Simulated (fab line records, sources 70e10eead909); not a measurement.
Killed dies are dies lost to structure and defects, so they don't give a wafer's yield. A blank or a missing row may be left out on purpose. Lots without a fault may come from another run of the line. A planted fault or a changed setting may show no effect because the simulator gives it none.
fab line records | flow nand_harc
record lots=24 wafers=72 last_day=26
route steps=1159 shown A_ONON_D1@431 A_CHANNEL_HOLE_D1@472 A_CHANNEL_FILL_D1@495
lots that met no fault: from a run of the same line without faults
start_h: hours from the record's first day to the start of the lot's first wafer shown | wait_h: hours since the lot's step before | " the same as in the row above | L1.1+2: a row that stands for several wafers | - no value, or no start given | * or withheld: withheld | < > ~ a bound
route shown NAME@n: a module of which the file shows steps, and the number in the route of the first | usual: mean/standard deviation of fault-free wafers | same: alike in all rows | chamber/n: place in a boat | sites: the reading at each site | _std_site: their standard deviation | _edge_site: outer sites' mean less inner sites' | radius_mm: how far each site lies from the wafer's centre | mask NAME#n: copy n | behind: the tool/chamber that last shaped the wafer | hold: why the lot was held/for how many hours/how that ended | device: the transistor (n, p or np) that didn't switch | end of line: the same wafers' tests at the end of the route | a step without rows: its recipe alone | killed: dies lost to structure and defects at the first sort, not the wafer's yield | map: a wafer's dies, x killed, . not, _ none there
set.NAME: the setting as run; set.NAME@STEP: as run at that earlier step | model.NAME: the simulator's own value behind a step, which no gauge read
steps of the route over a sample of lots; a table a step, a row a wafer
services: from which hour (start_h, from the record's first day; less than 0 if before it) a tool's chamber was out of use, for how many hours, and why
## steps
# step NHARC_A_ONON_D1_THK_MEAS_11
# recipe thk_meas_gauge=ellipsometry
# usual thk_nm=1001/10
# columns lot.wafer tool chamber start_h wait_h thk_nm
L074.3 film_metro-02 - 157.29 - 1005
L074.4 " - " " 1001
L074.5 " - " " 1003
L075.3 film_metro-01 - 169.18 - 994
L075.4 " - " " 994
L075.5 " - " " 993
L076.1 film_metro-02 - 169.20 - 995
L076.3 " - " " 997
L076.4 " - " " 997
L078.1 film_metro-01 - 175.37 - 993
L078.2 " - " " 991
L078.4 " - " " 992
L077.1 film_metro-02 - 175.38 - 998
L077.2 " - " " 1000
L077.5 " - " " 1000
L079.2 film_metro-02 - 195.95 - 994
L079.4 " - " " 993
L079.5 " - " " 994
L080.2 film_metro-01 - 195.96 - 991
L080.3 " - " " 992
L080.5 " - " " 993
L081.4 film_metro-02 - 206.14 - 1005
L081.5 " - " " 1006
L081.6 " - " " 1005
L082.3 film_metro-01 - 206.14 - 986
L082.5 " - " " 987
L082.6 " - " " 986
L083.2 film_metro-02 - 212.16 - 1023
L083.3 " - " " 1021
L083.4 " - " " 1019
L084.2 film_metro-01 - 212.18 - 1005
L084.4 " - " " 1003
L084.6 " - " " 1002
L085.2 film_metro-01 - 233.36 - 986
L085.4 " - " " 986
L085.6 " - " " 987
L087.2 film_metro-01 - 233.38 - 990
L087.4 " - " " 990
L087.6 " - " " 989
L086.2 film_metro-02 - 233.38 - 996
L086.3 " - " " 995
L086.6 " - " " 997
L089.2 film_metro-02 - 245.05 - 1011
L089.4 " - " " 1009
L089.5 " - " " 1010
L088.1 film_metro-02 - 251.81 - 996
L088.2 " - " " 992
L088.5 " - " " 996
L090.2 film_metro-02 - 261.24 - 1010
L090.5 " - " " 1009
L090.6 " - " " 1010
L092.1 film_metro-02 - 268.24 - 991
L092.3 " - " " 990
L092.4 " - " " 991
L091.2 film_metro-02 - 268.33 - 1011
L091.3 " - " " 1010
L091.6 " - " " 1009
L093.1 film_metro-02 - 278.45 - 1003
L093.2 " - " " 1002
L093.5 " - " " 1002
L094.1 film_metro-02 - 278.59 - 1001
L094.2 " - " " 1002
L094.3 " - " " 1001
L095.2 film_metro-01 - 278.59 - 1008
L095.3 " - " " 1011
L095.6 " - " " 1011
L096.2 film_metro-02 - 295.19 - 1001
L096.3 " - " " 999
L096.6 " - " " 1002
L097.2 film_metro-01 - 295.24 - 1028
L097.4 " - " " 1026
L097.6 " - " " 1028
# step NHARC_A_ONON_D1_THK_MEAS_18
# recipe thk_meas_gauge=ellipsometry
# usual thk_nm=1000/9
# columns lot.wafer tool chamber start_h wait_h thk_nm
L074.3 film_metro-01 - 164.99 - 993
L074.4 " - " " 995
L074.5 " - " " 993
L076.1 film_metro-02 - 179.11 - 1015
L076.3 " - " " 1016
L076.4 " - " " 1016
L075.3 film_metro-01 - 179.14 - 1001
L075.4 " - " " 1001
L075.5 " - " " 1000
L078.1 film_metro-01 - 183.00 - 1002
L078.2 " - " " 1002
L078.4 " - " " 1001
L077.1 film_metro-02 - 183.02 - 1020
L077.2 " - " " 1018
L077.5 " - " " 1018
L079.2 film_metro-01 - 203.68 - 1002
L079.4 " - " " 1001
L079.5 " - " " 1001
L080.2 film_metro-01 - 203.71 - 985
L080.3 " - " " 988
L080.5 " - " " 986
L081.4 film_metro-01 - 213.93 - 1006
L081.5 " - " " 1004
L081.6 " - " " 1004
L082.3 film_metro-02 - 213.95 - 1001
L082.5 " - " " 1002
L082.6 " - " " 1000
L083.2 film_metro-02 - 221.64 - 990
L083.3 " - " " 991
L083.4 " - " " 990
L084.2 film_metro-01 - 221.64 - 983
L084.4 " - " " 983
L084.6 " - " " 985
L085.2 film_metro-02 - 242.04 - 1008
L085.4 " - " " 1007
L085.6 " - " " 1007
L087.2 film_metro-01 - 242.04 - 1000
L087.4 " - " " 1001
L087.6 " - " " 1001
L086.2 film_metro-01 - 242.40 - 1005
L086.3 " - " " 1005
L086.6 " - " " 1005
L089.2 film_metro-01 - 254.40 - 1004
L089.4 " - " " 1004
L089.5 " - " " 1004
L088.1 film_metro-01 - 261.23 - 1003
L088.2 " - " " 1002
L088.5 " - " " 1002
L090.2 film_metro-01 - 269.17 - 990
L090.5 " - " " 990
L090.6 " - " " 992
L092.1 film_metro-02 - 278.23 - 1008
L092.3 " - " " 1008
L092.4 " - " " 1007
L091.2 film_metro-01 - 278.24 - 998
L091.3 " - " " 997
L091.6 " - " " 999
L094.1 film_metro-02 - 288.25 - 998
L094.2 " - " " 998
L094.3 " - " " 1000
L093.1 film_metro-01 - 288.25 - 1008
L093.2 " - " " 1008
L093.5 " - " " 1008
L095.2 film_metro-02 - 288.27 - 988
L095.3 " - " " 987
L095.6 " - " " 987
L096.2 film_metro-02 - 306.65 - 983
L096.3 " - " " 982
L096.6 " - " " 982
L097.2 film_metro-02 - 306.67 - 1002
L097.4 " - " " 1001
L097.6 " - " " 1001
# step NHARC_A_ONON_D1_THK_MEAS_21
# recipe thk_meas_gauge=ellipsometry
# usual thk_nm=997/12
# columns lot.wafer tool chamber start_h wait_h thk_nm
L074.3 film_metro-02 - 165.56 - 981
L074.4 " - " " 979
L074.5 " - " " 980
L076.1 film_metro-02 - 179.67 - 996
L076.3 " - " " 994
L076.4 " - " " 994
L075.3 film_metro-01 - 179.73 - 990
L075.4 " - " " 991
L075.5 " - " " 988
L078.1 film_metro-01 - 183.56 - 1006
L078.2 " - " " 1006
L078.4 " - " " 1007
L077.1 film_metro-02 - 183.58 - 981
L077.2 " - " " 982
L077.5 " - " " 980
L079.2 film_metro-02 - 204.38 - 982
L079.4 " - " " 982
L079.5 " - " " 981
L080.2 film_metro-02 - 204.40 - 1022
L080.3 " - " " 1020
L080.5 " - " " 1021
L082.3 film_metro-01 - 214.52 - 1006
L082.5 " - " " 1003
L082.6 " - " " 1003
L081.4 film_metro-02 - 214.52 - 1002
L081.5 " - " " 1002
L081.6 " - " " 1001
L083.2 film_metro-02 - 222.20 - 990
L083.3 " - " " 988
L083.4 " - " " 990
L084.2 film_metro-01 - 222.21 - 997
L084.4 " - " " 996
L084.6 " - " " 995
L085.2 film_metro-01 - 242.60 - 1011
L085.4 " - " " 1010
L085.6 " - " " 1010
L087.2 film_metro-02 - 242.75 - 1028
L087.4 " - " " 1024
L087.6 " - " " 1026
L086.2 film_metro-02 - 243.10 - 993
L086.3 " - " " 994
L086.6 " - " " 993
L089.2 film_metro-02 - 255.00 - 985
L089.4 " - " " 988
L089.5 " - " " 985
L088.1 film_metro-01 - 261.79 - 1003
L088.2 " - " " 1001
L088.5 " - " " 1002
L090.2 film_metro-01 - 269.74 - 993
L090.5 " - " " 992
L090.6 " - " " 991
L092.1 film_metro-01 - 278.80 - 993
L092.3 " - " " 992
L092.4 " - " " 990
L091.2 film_metro-02 - 278.94 - 996
L091.3 " - " " 993
L091.6 " - " " 994
L094.1 film_metro-02 - 288.82 - 984
L094.2 " - " " 983
L094.3 " - " " 982
L093.1 film_metro-01 - 288.82 - 995
L093.2 " - " " 994
L093.5 " - " " 995
L095.2 film_metro-02 - 288.83 - 1009
L095.3 " - " " 1008
L095.6 " - " " 1007
L096.2 film_metro-02 - 307.22 - 995
L096.3 " - " " 998
L096.6 " - " " 997
L097.2 film_metro-02 - 307.24 - 1011
L097.4 " - " " 1011
L097.6 " - " " 1011
# step NHARC_A_CHANNEL_HOLE_D1_ETCH_20
# recipe bias_v=3000 source_w=withheld pressure_mtorr=20 time_s=361.9 ar_flow_sccm=375 c4f8_flow_sccm=89.3 o2_flow_sccm=35.7 temp_c=-20 target_depth_a=16000 chemistry=C4F8/O2/Ar
# usual c4f8_flow_sccm=89.25/0.26 drypump_motor_current_A=5.77/0.077 showerhead_plenum_p_Torr=3.74/0.11 throttle_valve_pct=32.155/0.0086
# columns lot.wafer tool chamber start_h wait_h c4f8_flow_sccm drypump_motor_current_A rf_hours_counter_h showerhead_plenum_p_Torr throttle_valve_pct
L074.3 har_etch-01 0 174.68 0.2 89.51 5.66 - 3.83 32.151
L074.4 " 1 " " 88.93 5.82 - 3.83 32.147
L074.5 " 1 " " 89.08 5.84 - 3.83 32.154
L076.1 har_etch-01 1 189.32 0.1 89.25 5.80 191 3.82 32.160
L076.3 " 0 " " 88.57 5.66 - 3.83 32.155
L076.4 " 1 " " 89.44 5.84 - 3.82 32.151
L075.3 har_etch-02 1 189.52 0.2 89.53 5.74 - 3.81 32.160
L075.4 " 0 " " 88.99 5.86 - 3.59 32.171
L075.5 " 1 " " 89.33 5.76 - 3.81 32.161
L078.2 har_etch-01 0 195.09 0.1 89.11 5.67 196 3.82 32.147
L078.1 " 1 " " 89.50 5.84 196 3.82 32.159
L078.4 " 0 " " 89.48 5.68 - 3.82 32.147
L077.2 har_etch-02 0 195.24 0.1 88.64 5.88 110 3.58 32.159
L077.1 " 1 " " 89.05 5.75 110 3.81 32.150
L077.5 " 1 " " 89.25 5.75 - 3.81 32.149
L079.2 har_etch-01 1 211.08 0.1 89.36 5.81 200 3.82 32.160
L079.4 " 1 " " 89.04 5.77 - 3.82 32.145
L079.5 " 0 " " 89.04 5.66 - 3.82 32.171
L080.2 har_etch-02 0 212.06 0.1 89.12 5.89 114 3.58 32.148
L080.3 " 0 " " 89.19 5.88 - 3.58 32.153
L080.5 " 0 " " 89.26 5.90 - 3.58 32.150
L081.4 har_etch-01 0 221.73 0.2 88.75 5.67 - 3.82 32.161
L081.5 " 1 " " 88.96 5.79 - 3.82 32.161
L081.6 " 0 " " 89.57 5.69 - 3.82 32.143
L082.3 har_etch-02 0 222.38 0.2 89.71 5.88 - 3.58 32.158
L082.6 " 1 " " 89.63 5.73 - 3.81 32.158
L082.5 " 0 " " 89.38 5.87 - 3.58 32.142
L083.2 har_etch-01 1 228.86 0.1 89.06 5.77 209 3.81 32.157
L083.3 " 0 " " 89.02 5.65 - 3.81 32.152
L083.4 " 1 " " 88.74 5.80 - 3.81 32.157
L084.2 har_etch-02 1 229.60 0.1 89.26 5.74 123 3.80 32.167
L084.4 " 0 " " 89.24 5.85 - 3.58 32.165
L084.6 " 0 " " 89.43 5.87 - 3.58 32.158
L085.2 har_etch-01 1 252.70 0.1 89.40 5.79 218 3.81 32.140
L085.4 " 0 " " 89.10 5.66 - 3.81 32.155
L085.6 " 1 " " 89.48 5.81 - 3.81 32.164
L087.2 har_etch-02 1 254.46 0.1 89.58 5.73 133 3.80 32.169
L087.4 " 0 " " 89.58 5.85 - 3.57 32.144
L087.6 " 0 " " 89.59 5.86 - 3.57 32.164
L086.2 har_etch-01 1 256.89 0.1 88.47 5.79 222 3.81 32.145
L086.3 " 0 " " 89.20 5.66 - 3.81 32.148
L086.6 " 1 " " 89.27 5.80 - 3.81 32.166
L089.2 har_etch-02 1 261.70 0.1 89.07 5.73 138 3.79 32.161
L089.4 " 0 " " 89.35 5.86 - 3.57 32.155
L089.5 " 1 " " 89.20 5.74 - 3.79 32.168
L088.2 har_etch-01 1 268.19 0.1 89.00 5.80 229 3.80 32.162
L088.1 " 0 " " 89.15 5.66 229 3.80 32.153
L088.5 " 0 " " 89.24 5.67 - 3.80 32.157
L090.2 har_etch-02 0 276.32 0.1 89.22 5.85 142 3.57 32.153
L090.6 " 0 " " 89.19 5.87 - 3.57 32.163
L090.5 " 1 " " 89.61 5.76 - 3.79 32.128
L092.1 har_etch-01 1 285.33 0.1 89.42 5.83 234 3.80 32.142
L092.3 " 1 " " 89.26 5.80 - 3.80 32.148
L092.4 " 0 " " 89.32 5.66 - 3.80 32.159
L091.2 har_etch-02 0 285.91 0.1 89.14 5.89 148 3.56 32.147
L091.3 " 0 " " 89.63 5.87 - 3.56 32.165
L091.6 " 1 " " 89.39 5.76 - 3.79 32.169
L093.1 har_etch-02 0 295.57 0.1 88.96 5.85 153 3.56 32.150
L093.2 " 1 " " 88.84 5.76 153 3.79 32.159
L093.5 " 1 " " 89.08 5.74 - 3.79 32.161
L094.2 har_etch-01 0 296.45 0.1 88.88 5.65 241 3.80 32.135
L094.1 " 1 " " 89.38 5.81 241 3.80 32.149
L094.3 " 1 " " 89.21 5.83 - 3.80 32.136
L095.2 har_etch-02 1 299.75 0.1 89.51 5.75 157 3.78 32.159
L095.3 " 0 " " 89.26 5.87 - 3.56 32.141
L095.6 " 1 " " 89.00 5.73 - 3.78 32.159
L096.2 har_etch-02 1 316.66 0.1 89.42 5.73 164 3.78 32.153
L096.3 " 1 " " 89.40 5.74 - 3.78 32.144
L096.6 " 1 " " 89.46 5.72 - 3.78 32.144
L097.2 har_etch-02 0 320.78 0.1 89.15 5.85 168 3.55 32.161
L097.4 " 1 " " 89.05 5.76 - 3.78 32.147
L097.6 " 1 " " 89.52 5.76 - 3.78 32.143
# step NHARC_A_CHANNEL_HOLE_D1_INSPECT_40
# usual raw_defect_count=57/14
# columns lot.wafer tool chamber start_h wait_h raw_defect_count
L074.3 defect_inspect-01 - 180.20 - 64
L074.4 " - " " 55
L074.5 " - " " 51
L076.1 defect_inspect-02 - 194.85 - 76
L076.3 " - " " 50
L076.4 " - " " 63
L075.3 defect_inspect-01 - 195.66 - 32
L075.4 " - " " 51
L075.5 " - " " 34
L078.1 defect_inspect-01 - 200.66 - 31
L078.2 " - " " 35
L078.4 " - " " 59
L077.1 defect_inspect-01 - 200.88 - 40
L077.2 " - " " 38
L077.5 " - " " 72
L079.2 defect_inspect-01 - 217.24 - 59
L079.4 " - " " 62
L079.5 " - " " 67
L080.2 defect_inspect-02 - 217.62 - 64
L080.3 " - " " 53
L080.5 " - " " 75
L081.4 defect_inspect-01 - 227.15 - 61
L081.5 " - " " 65
L081.6 " - " " 58
L082.3 defect_inspect-01 - 227.86 - 45
L082.5 " - " " 29
L082.6 " - " " 32
L083.2 defect_inspect-01 - 234.40 - 51
L083.3 " - " " 67
L083.4 " - " " 60
L084.2 defect_inspect-02 - 235.61 - 65
L084.4 " - " " 70
L084.6 " - " " 62
L085.2 defect_inspect-02 - 258.27 - 66
L085.4 " - " " 48
L085.6 " - " " 50
L087.2 defect_inspect-01 - 260.06 - 37
L087.4 " - " " 80
L087.6 " - " " 20
L086.2 defect_inspect-01 - 262.41 - 63
L086.3 " - " " 78
L086.6 " - " " 64
L089.2 defect_inspect-01 - 267.26 - 39
L089.4 " - " " 71
L089.5 " - " " 43
L088.1 defect_inspect-01 - 273.73 - 77
L088.2 " - " " 94
L088.5 " - " " 101
L090.2 defect_inspect-02 - 281.93 - 46
L090.5 " - " " 55
L090.6 " - " " 51
L092.1 defect_inspect-02 - 290.91 - 75
L092.3 " - " " 70
L092.4 " - " " 63
L091.2 defect_inspect-02 - 291.49 - 68
L091.3 " - " " 41
L091.6 " - " " 48
L093.1 defect_inspect-02 - 301.19 - 45
L093.2 " - " " 45
L093.5 " - " " 54
L094.1 defect_inspect-01 - 302.19 - 55
L094.2 " - " " 53
L094.3 " - " " 48
L095.2 defect_inspect-01 - 305.36 - 67
L095.3 " - " " 44
L095.6 " - " " 50
L096.2 defect_inspect-01 - 322.26 - 42
L096.3 " - " " 68
L096.6 " - " " 56
L097.2 defect_inspect-02 - 326.36 - 63
L097.4 " - " " 51
L097.6 " - " " 48
# step NHARC_A_CHANNEL_FILL_D1_ALD_15
# recipe target_thk_a=20 pulse_time_s=60 ald_cycles=19 temp_c=630 pressure_torr=2 material=SiNx
# usual precursor_pulse_height_rel=1.003/0.02
# columns lot.wafer tool chamber start_h wait_h precursor_pulse_height_rel
L074.3 ald_sin_batch-01 0 - - 1.044
L074.4 " 0 " " 0.968
L074.5 " 0 " " 1.001
L075.3 ald_sin_batch-03 0 - - 0.985
L075.4 " 0 " " 1.012
L075.5 " 0 " " 1.005
L076.1 ald_sin_batch-03 0 - - 0.984
L076.3 " 0 " " 1.008
L076.4 " 0 " " 1.016
L077.1 ald_sin_batch-02 0 - - 1.005
L077.2 " 0 " " 1.014
L077.5 " 0 " " 0.996
L078.1 ald_sin_batch-02 0 - - 1.010
L078.2 " 0 " " 1.032
L078.4 " 0 " " 1.022
L079.2 ald_sin_batch-02 0 - - 1.007
L079.4 " 0 " " 1.007
L079.5 " 0 " " 1.019
L080.2 ald_sin_batch-02 0 - - 0.993
L080.3 " 0 " " 0.971
L080.5 " 0 " " 0.997
L081.4 ald_sin_batch-01 0 - - 1.036
L081.5 " 0 " " 0.975
L081.6 " 0 " " 0.970
L082.3 ald_sin_batch-01 0 - - 1.019
L082.5 " 0 " " 0.962
L082.6 " 0 " " 0.942
L083.2 ald_sin_batch-03 0 - - 1.009
L083.3 " 0 " " 1.022
L083.4 " 0 " " 1.017
L084.2 ald_sin_batch-03 0 - - 1.011
L084.4 " 0 " " 1.012
L084.6 " 0 " " 0.979
L085.2 ald_sin_batch-01 0 - - 1.002
L085.4 " 0 " " 1.030
L085.6 " 0 " " 1.009
L087.2 ald_sin_batch-01 0 - - 0.984
L087.4 " 0 " " 0.994
L087.6 " 0 " " 1.009
L086.2 ald_sin_batch-03 0 - - 1.015
L086.3 " 0 " " 1.019
L086.6 " 0 " " 0.974
L089.2 ald_sin_batch-02 0 - - 0.997
L089.4 " 0 " " 0.968
L089.5 " 0 " " 0.976
L088.1 ald_sin_batch-02 0 - - 1.044
L088.2 " 0 " " 1.021
L088.5 " 0 " " 0.969
L090.2 ald_sin_batch-01 0 - - 1.006
L090.5 " 0 " " 0.973
L090.6 " 0 " " 1.023
L091.2 ald_sin_batch-03 0 - - 0.993
L091.3 " 0 " " 0.993
L091.6 " 0 " " 1.002
L092.1 ald_sin_batch-03 0 - - 0.961
L092.3 " 0 " " 1.002
L092.4 " 0 " " 0.985
L093.1 ald_sin_batch-02 0 - - 1.025
L093.2 " 0 " " 1.004
L093.5 " 0 " " 1.013
L094.1 ald_sin_batch-02 0 - - 0.980
L094.2 " 0 " " 0.983
L094.3 " 0 " " 1.007
L095.2 ald_sin_batch-02 0 - - 1.053
L095.3 " 0 " " 1.019
L095.6 " 0 " " 0.990
L096.2 ald_sin_batch-01 0 - - 1.004
L096.3 " 0 " " 1.008
L096.6 " 0 " " 1.006
L097.2 ald_sin_batch-01 0 - - 0.964
L097.4 " 0 " " 1.013
L097.6 " 0 " " 1.016
## services
# columns tool chamber start_h hours kind
ald_sin_batch-03 - 173.01 3.6 repair
har_etch-01 - 305.00 17.0 pm
har_etch-01 0 305.00 17.0 vent_cycle
har_etch-01 1 305.00 17.0 vent_cycle
ald_sin_batch-03 - 314.00 26.0 pm
har_etch-01 0 322.00 - clean
har_etch-01 0 322.00 - consumable_replace:focus_ring
har_etch-01 1 322.00 - clean
har_etch-01 1 322.00 - consumable_replace:focus_ring
## key
fault none
